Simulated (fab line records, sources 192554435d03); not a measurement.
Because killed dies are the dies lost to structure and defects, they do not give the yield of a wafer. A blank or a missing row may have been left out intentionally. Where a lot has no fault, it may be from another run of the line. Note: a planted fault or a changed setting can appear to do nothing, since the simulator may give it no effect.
Which tool is to blame? :: flow n5-finfet :: 14 lots, 42 wafers sampled, at 4 steps of a route of 1938

== WHAT THE GAUGES SHOWED, per wafer ==
N5_PASSIVATION_OVL_MEAS_60.
lot: L618
measured: day 11 05:12
on: overlay-02
TV_OVL (nm): -3 -1 0

lot: L619
measured: day 11 19:49
on: overlay-02
TV_OVL (nm): 3 9 2

lot: L621
measured: day 12 07:37
on: overlay-01
TV_OVL (nm): 8 8 10

lot: L620
measured: day 12 07:41
on: overlay-01
TV_OVL (nm): 15 9 5

lot: L622
measured: day 12 22:10
on: overlay-02
TV_OVL (nm): 8 3 9

lot: L625
measured: day 13 10:33
on: overlay-01
TV_OVL (nm): - - -

lot: L626
measured: day 14 10:11
on: overlay-02
TV_OVL (nm): - - -

lot: L630
measured: day 14 20:36
on: overlay-01
TV_OVL (nm): 9 11 5

lot: L635
measured: day 16 15:58
on: overlay-02
TV_OVL (nm): 2 4 13

lot: L639
measured: day 17 04:43
on: overlay-02
TV_OVL (nm): 4 3 14

lot: L638
measured: day 17 18:29
on: overlay-01
TV_OVL (nm): 7 -4 -1

lot: L641
measured: day 17 18:28
on: overlay-01
TV_OVL (nm): 2 6 -4

lot: L637
measured: day 17 19:05
on: overlay-02
TV_OVL (nm): 6 13 4

lot: L640
measured: day 17 22:19
on: overlay-02
TV_OVL (nm): -2 3 0

== WHAT TOOL EACH LOT RAN ON (gives the tool, then ch and the chambers of the sampled wafers, and finally the start) ==
lot: L618
N5_MIM_TOP_ALD_02: ald-hk-03 ch 0,1,2, day 11 03:08 or earlier
N5_MIM_BOT_ETCH_ETCH_04: rie-diel-03 ch 1,2,3, day 11 03:08
N5_PASSIVATION_EXPOSE_07: krf-scanner-02 ch 0, day 11 05:01

lot: L619
N5_MIM_TOP_ALD_02: ald-hk-03 ch 0,3, day 11 18:34 or earlier
N5_MIM_BOT_ETCH_ETCH_04: rie-diel-03 ch 0,2,3, day 11 18:34
N5_PASSIVATION_EXPOSE_07: krf-scanner-01 ch 0, day 11 19:37

lot: L621
N5_MIM_TOP_ALD_02: ald-hk-01 ch 0,3, day 12 06:12 or earlier
N5_MIM_BOT_ETCH_ETCH_04: rie-diel-03 ch 1,2,3, day 12 06:12
N5_PASSIVATION_EXPOSE_07: krf-scanner-01 ch 0, day 12 07:25

lot: L620
N5_MIM_TOP_ALD_02: ald-hk-02 ch 1,2,3, day 12 06:24 or earlier
N5_MIM_BOT_ETCH_ETCH_04: rie-diel-04 ch 1,2,3, day 12 06:24
N5_PASSIVATION_EXPOSE_07: krf-scanner-01 ch 0, day 12 07:29

lot: L622
N5_MIM_TOP_ALD_02: ald-hk-03 ch 0,1,3, day 12 20:55 or earlier
N5_MIM_BOT_ETCH_ETCH_04: rie-diel-05 ch 0,2,3, day 12 20:55
N5_PASSIVATION_EXPOSE_07: krf-scanner-01 ch 0, day 12 21:57

lot: L625
N5_MIM_TOP_ALD_02: ald-hk-03 ch 0,2,3, day 13 08:01 or earlier
N5_MIM_BOT_ETCH_ETCH_04: rie-diel-04 ch 0,2, day 13 08:01
N5_PASSIVATION_EXPOSE_07: krf-scanner-01, day 13 10:20

lot: L626
N5_MIM_TOP_ALD_02: ald-hk-03 ch 0,1,3, day 14 04:01 or earlier
N5_MIM_BOT_ETCH_ETCH_04: rie-diel-04 ch 0,1, day 14 04:01
N5_PASSIVATION_EXPOSE_07: krf-scanner-02, day 14 09:59

lot: L630
N5_MIM_TOP_ALD_02: ald-hk-01 ch 1,2,3, day 14 17:40 or earlier
N5_MIM_BOT_ETCH_ETCH_04: rie-diel-04 ch 0,2, day 14 17:40
N5_PASSIVATION_EXPOSE_07: krf-scanner-02 ch 0, day 14 20:23

lot: L635
N5_MIM_TOP_ALD_02: ald-hk-01 ch 0,1,2, day 16 13:55 or earlier
N5_MIM_BOT_ETCH_ETCH_04: rie-diel-04 ch 0,1, day 16 13:55
N5_PASSIVATION_EXPOSE_07: krf-scanner-01 ch 0, day 16 15:46

lot: L639
N5_MIM_TOP_ALD_02: ald-hk-02 ch 0,1,3, day 17 03:13 or earlier
N5_MIM_BOT_ETCH_ETCH_04: rie-diel-03 ch 0,1, day 17 03:13
N5_PASSIVATION_EXPOSE_07: krf-scanner-01 ch 0, day 17 04:30

lot: L638
N5_MIM_TOP_ALD_02: ald-hk-02 ch 0,1,2, day 17 11:50 or earlier
N5_MIM_BOT_ETCH_ETCH_04: rie-diel-04 ch 0,1,2, day 17 11:50
N5_PASSIVATION_EXPOSE_07: krf-scanner-01 ch 0, day 17 18:17

lot: L641
N5_MIM_TOP_ALD_02: ald-hk-01 ch 0,2,3, day 17 11:50 or earlier
N5_MIM_BOT_ETCH_ETCH_04: rie-diel-03 ch 0,2, day 17 11:50
N5_PASSIVATION_EXPOSE_07: krf-scanner-01 ch 0, day 17 18:15

lot: L637
N5_MIM_TOP_ALD_02: ald-hk-01 ch 2,3, day 17 15:19 or earlier
N5_MIM_BOT_ETCH_ETCH_04: rie-diel-03 ch 0,1,2, day 17 15:19
N5_PASSIVATION_EXPOSE_07: krf-scanner-01 ch 0, day 17 18:53

lot: L640
N5_MIM_TOP_ALD_02: ald-hk-03 ch 1,3, day 17 19:58 or earlier
N5_MIM_BOT_ETCH_ETCH_04: rie-diel-04 ch 0,1,3, day 17 19:58
N5_PASSIVATION_EXPOSE_07: krf-scanner-01 ch 0, day 17 22:07
- N5_MIM_TOP_ALD_02: deposits Al2O3, purge time 3 s, co reactant pulse time 3 s.
- N5_MIM_BOT_ETCH_ETCH_04: etches SiNx in CF4/O2, target depth 26 nm, time 13 s.
- N5_PASSIVATION_EXPOSE_07: exposes mask TV, defocus 0 nm, target cd 3000 nm.

== WHAT THE TOOLS THEMSELVES READ (means of the sampled wafers that have a number; where no wafer has one, the mark that the record gives instead) ==
N5_MIM_TOP_ALD_02.
lot: L618
tool: ald-hk-03
precursor-pulse-height-rel: 1.008

lot: L619
tool: ald-hk-03
precursor-pulse-height-rel: 1.018

lot: L621
tool: ald-hk-01
precursor-pulse-height-rel: 1.001

lot: L620
tool: ald-hk-02
precursor-pulse-height-rel: 1.004

lot: L622
tool: ald-hk-03
precursor-pulse-height-rel: 1.009

lot: L625
tool: ald-hk-03
precursor-pulse-height-rel: 1.007

lot: L626
tool: ald-hk-03
precursor-pulse-height-rel: 1.008

lot: L630
tool: ald-hk-01
precursor-pulse-height-rel: 1.009

lot: L635
tool: ald-hk-01
precursor-pulse-height-rel: 1.015

lot: L639
tool: ald-hk-02
precursor-pulse-height-rel: 0.996

lot: L638
tool: ald-hk-02
precursor-pulse-height-rel: 1.004

lot: L641
tool: ald-hk-01
precursor-pulse-height-rel: 1.012

lot: L637
tool: ald-hk-01
precursor-pulse-height-rel: 1.016

lot: L640
tool: ald-hk-03
precursor-pulse-height-rel: 0.996

N5_MIM_BOT_ETCH_ETCH_04.
lot: L618
tool: rie-diel-03
drypump-motor-current-A (A): 5.6
oes-product-au (a.u.): 0.77
rf-vpp-V (V): 238
showerhead-plenum-p-Torr (Torr): 2.20
throttle-valve-pct (%): 15.90

lot: L619
tool: rie-diel-03
drypump-motor-current-A (A): 5.6
oes-product-au (a.u.): 0.85
rf-vpp-V (V): 243
showerhead-plenum-p-Torr (Torr): 2.25
throttle-valve-pct (%): 15.97

lot: L621
tool: rie-diel-03
drypump-motor-current-A (A): 5.6
oes-product-au (a.u.): 0.76
rf-vpp-V (V): 239
showerhead-plenum-p-Torr (Torr): 2.20
throttle-valve-pct (%): 15.92

lot: L620
tool: rie-diel-04
drypump-motor-current-A (A): 6.3
oes-product-au (a.u.): 0.79
rf-vpp-V (V): 241
showerhead-plenum-p-Torr (Torr): 2.21
throttle-valve-pct (%): 16.25

lot: L622
tool: rie-diel-05
drypump-motor-current-A (A): 5.7
oes-product-au (a.u.): 0.81
rf-vpp-V (V): 241
showerhead-plenum-p-Torr (Torr): 2.23
throttle-valve-pct (%): 15.86

lot: L625
tool: rie-diel-04
drypump-motor-current-A (A): 6.2
oes-product-au (a.u.): 0.88
rf-vpp-V (V): 245
showerhead-plenum-p-Torr (Torr): 2.23
throttle-valve-pct (%): 15.94

lot: L626
tool: rie-diel-04
drypump-motor-current-A (A): 6.4
oes-product-au (a.u.): 0.91
rf-vpp-V (V): 241
showerhead-plenum-p-Torr (Torr): 2.25
throttle-valve-pct (%): 15.88

lot: L630
tool: rie-diel-04
drypump-motor-current-A (A): 6.2
oes-product-au (a.u.): 0.78
rf-vpp-V (V): 241
showerhead-plenum-p-Torr (Torr): 2.20
throttle-valve-pct (%): 16.21

lot: L635
tool: rie-diel-04
drypump-motor-current-A (A): 6.4
oes-product-au (a.u.): 0.89
rf-vpp-V (V): 241
showerhead-plenum-p-Torr (Torr): 2.24
throttle-valve-pct (%): 15.93

lot: L639
tool: rie-diel-03
drypump-motor-current-A (A): 5.6
oes-product-au (a.u.): 0.82
rf-vpp-V (V): 241
showerhead-plenum-p-Torr (Torr): 2.19
throttle-valve-pct (%): 15.88

lot: L638
tool: rie-diel-04
drypump-motor-current-A (A): 6.3
oes-product-au (a.u.): 0.81
rf-vpp-V (V): 242
showerhead-plenum-p-Torr (Torr): 2.22
throttle-valve-pct (%): 16.10

lot: L641
tool: rie-diel-03
drypump-motor-current-A (A): 5.7
oes-product-au (a.u.): 0.82
rf-vpp-V (V): 242
showerhead-plenum-p-Torr (Torr): 2.28
throttle-valve-pct (%): 15.87

lot: L637
tool: rie-diel-03
drypump-motor-current-A (A): 5.6
oes-product-au (a.u.): 0.78
rf-vpp-V (V): 241
showerhead-plenum-p-Torr (Torr): 2.21
throttle-valve-pct (%): 15.85

lot: L640
tool: rie-diel-04
drypump-motor-current-A (A): 6.3
oes-product-au (a.u.): 0.90
rf-vpp-V (V): 241
showerhead-plenum-p-Torr (Torr): 2.22
throttle-valve-pct (%): 15.92

N5_PASSIVATION_EXPOSE_07.
lot: L618
tool: krf-scanner-02
exposure-dose-mJ-cm2: 22.729
focus-offset-nm (nm): 0.4
reticle-temp-C (C): 22.98

lot: L619
tool: krf-scanner-01
exposure-dose-mJ-cm2: 22.760
focus-offset-nm (nm): 0.1
reticle-temp-C (C): 23.05

lot: L621
tool: krf-scanner-01
exposure-dose-mJ-cm2: 22.751
focus-offset-nm (nm): 0.2
reticle-temp-C (C): 23.08

lot: L620
tool: krf-scanner-01
exposure-dose-mJ-cm2: 22.761
focus-offset-nm (nm): -0.5
reticle-temp-C (C): 23.01

lot: L622
tool: krf-scanner-01
exposure-dose-mJ-cm2: 22.722
focus-offset-nm (nm): 0.7
reticle-temp-C (C): 22.88

lot: L625
tool: krf-scanner-01
exposure-dose-mJ-cm2: -
focus-offset-nm (nm): -
reticle-temp-C (C): -

lot: L626
tool: krf-scanner-02
exposure-dose-mJ-cm2: -
focus-offset-nm (nm): -
reticle-temp-C (C): -

lot: L630
tool: krf-scanner-02
exposure-dose-mJ-cm2: 22.724
focus-offset-nm (nm): -0.7
reticle-temp-C (C): 22.89

lot: L635
tool: krf-scanner-01
exposure-dose-mJ-cm2: 22.764
focus-offset-nm (nm): -0.0
reticle-temp-C (C): 22.90

lot: L639
tool: krf-scanner-01
exposure-dose-mJ-cm2: 22.765
focus-offset-nm (nm): 0.2
reticle-temp-C (C): 22.97

lot: L638
tool: krf-scanner-01
exposure-dose-mJ-cm2: 22.746
focus-offset-nm (nm): -0.2
reticle-temp-C (C): 23.08

lot: L641
tool: krf-scanner-01
exposure-dose-mJ-cm2: 22.756
focus-offset-nm (nm): -0.1
reticle-temp-C (C): 22.98

lot: L637
tool: krf-scanner-01
exposure-dose-mJ-cm2: 22.756
focus-offset-nm (nm): -0.6
reticle-temp-C (C): 22.83

lot: L640
tool: krf-scanner-01
exposure-dose-mJ-cm2: 22.789
focus-offset-nm (nm): -0.4
reticle-temp-C (C): 22.96

== THE ANSWER, worked out from the rows above alone ==
Rule: what is usual is taken from the lots themselves. Put in order of their means at a reading, lots are off if they are a third of the lots or fewer, leave a main group of 4 or more, and stand apart from it by a gap of 3 or more times the standard deviation of the main group's means; of several such gaps the widest counts. A main group whose means are all the same, to the digits that the tables above print for the reading, isn't used. Also off: a lot with no number at a reading for which 4 or more lots have one. Any other lot the step has rows for is counted as sound. First the gauges in route order, then the tools' own readings, where a lot's mean is used as printed above. The first step at which some lot is off is used, and at that step the reading that is off furthest; a lot without a number counts as furthest.
Off: L625, L626, seen at N5_PASSIVATION_OVL_MEAS_60 (TV_OVL). Without a number there: L625, L626. Mean 5 nm and standard deviation 3.6 in the main group.
A tool fits if, at a process step before that reading, it ran every lot that is off, and no sound lot after the first of them. The gauges at N5_PASSIVATION_OVL_MEAS_60 aren't tried: what is off there is off at N5_PASSIVATION_EXPOSE_07 too, on other tools, and a gauge's error can't cause that. N5_MIM_TOP_ALD_02: start missing for some lots; hours and lot order therefore follow N5_MIM_BOT_ETCH_ETCH_04. Not one of the candidates tried fits.

== WHAT THE SIMULATOR HAD INSERTED ==
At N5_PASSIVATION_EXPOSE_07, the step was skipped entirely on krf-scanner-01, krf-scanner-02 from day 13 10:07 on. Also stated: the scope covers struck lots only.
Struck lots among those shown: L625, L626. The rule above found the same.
